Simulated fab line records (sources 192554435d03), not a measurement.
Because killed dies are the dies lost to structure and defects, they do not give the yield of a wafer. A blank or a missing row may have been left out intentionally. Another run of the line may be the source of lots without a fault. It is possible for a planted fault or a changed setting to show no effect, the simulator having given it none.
Split-lot study	flow n5_finfet	route with 1938 steps; 7 lots, 21 wafers read

== ON THE SPLIT ==
At N5_BEOL_M15_COAT_04 (resist thk 800 nm), the setting spin_rpm was moved away from the recipe's 1704 rpm on 7 of the 21 wafers read, by -4.9% to +7.6%. The other wafers ran this setting at the recipe's value.

== FROM THE SPLIT TO THE READING: what the file shows between them, 4 steps ==
- N5_BEOL_M15_EBR_06
- N5_BEOL_M15_SOFTBAKE_05: time 60 s
- N5_BEOL_M15_DESCUM_15: chemistry O2, time 7.9 s
- N5_BEOL_M15_ETCH_59: etches BARC in N2/H2, target depth 89 nm, overetch 26.7 nm, time 67.9 s

== THE READING ==
coat_of_BEOL_M15_COAT_04.thk_nm (the simulator's own value, which no gauge read), in nm, at N5_BEOL_M15_VIA_ETCH_16 (etches SiO2 in C4F8/O2/Ar, target depth 1792.2 nm). The file does not state a usual value for it. Across the 14 wafers here that went through the recipe, the average is 333.0 nm and the standard deviation 5.2 nm.

wafer	tool, chamber at the split	spin_rpm as run, rpm	against the recipe	coat_of_BEOL_M15_COAT_04.thk_nm, nm	against lot-mates on the recipe
L077.1	litho_track-03, 0	1704	recipe	331.2	-
L077.4	litho_track-03, 0	1704	recipe	325	-
L077.5	litho_track-03, 0	1704	recipe	326.6	-
L081.1	litho_track-05, 0	1704	recipe	336.4	-
L081.2	litho_track-05, 0	1704	recipe	343	-
L081.3	litho_track-05, 0	1704	recipe	334	-
L083.1	litho_track-02, 0	1704	recipe	339.2	-
L083.3	litho_track-02, 0	1704	recipe	335.2	-
L083.4	litho_track-02, 0	1620	-4.9%	351.8	+14.6
L085.1	litho_track-05, 0	1834	+7.6%	314.4	-20.8
L085.3	litho_track-05, 0	1704	recipe	335.2	-
L085.4	litho_track-05, 0	1834	+7.6%	301	-34.2
L096.1	litho_track-02, 0	1704	recipe	329.2	-
L096.2	litho_track-02, 0	1626	-4.6%	360.4	+31.2
L096.5	litho_track-02, 0	1626	-4.6%	345.4	+16.2
L095.1	litho_track-02, 0	1704	recipe	332.6	-
L095.5	litho_track-02, 0	1782	+4.6%	312.8	-15.4
L095.6	litho_track-02, 0	1704	recipe	323.8	-
L097.3	litho_track-05, 0	1704	recipe	336.2	-
L097.5	litho_track-05, 0	1655	-2.9%	347.4	+12.1
L097.6	litho_track-05, 0	1704	recipe	334.4	-

FIT RESULTS
A straight line over all 21 wafers: coat_of_BEOL_M15_COAT_04.thk_nm changes by -3.76 nm for each +1% of spin_rpm; r = -0.91; the points scatter about the line by 5.8 nm.
The same after taking each lot's own level away (the mean of its wafers on the recipe; 21 wafers): -3.85 nm for each +1%; r = -0.94; scatter 4.6 nm.
The reading moves by 29 nm for the largest change in spin_rpm, on that fit.
The lots' own levels span 327.60 to 337.80 nm, that is 2.0 times the standard deviation above.
Hence the lot-to-lot level has little effect on the slope; both slopes agree.
Check: for one of the wafers moved furthest among these (+7.6%), held out of the fit, the line's prediction against its lot-mates is -32.3 nm. Against them it came out at -20.8 nm.

== ADDITIONAL SPLITS CARRIED BY THESE WAFERS ==
Before the reading, these wafers also passed through other splits. Each is held against what the fit with the lots' levels taken away leaves over:
other split on the same wafers	wafers away from the commonest value	r with coat_of_BEOL_M15_COAT_04.thk_nm (lot level and that fit taken away)
N5_BEOL_M14_DEP_53 time_s	10	-0.37

== THE WHOLE CHAIN: every reading that the file lists as answering this split, in the file's order ==
step	what it does	reading	change (the file's fit)	r (the file's)
N5_BEOL_M15_COAT_04	resist thk 800 nm	coat_of_BEOL_M15_COAT_04.thk_nm (the simulator's own value, which no gauge read)	-3.86 nm for each +1% of the setting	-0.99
N5_BEOL_M15_VIA_ETCH_16	etches SiO2 in C4F8/O2/Ar, target depth 1792.2 nm	coat_of_BEOL_M15_COAT_04.thk_nm (the simulator's own value, which no gauge read)	-3.73 nm for each +1% of the setting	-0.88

== FILE'S OWN FIT ==
coat_of_BEOL_M15_COAT_04.thk_nm changes by -3.73 nm for each +1% of spin_rpm, r = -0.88.
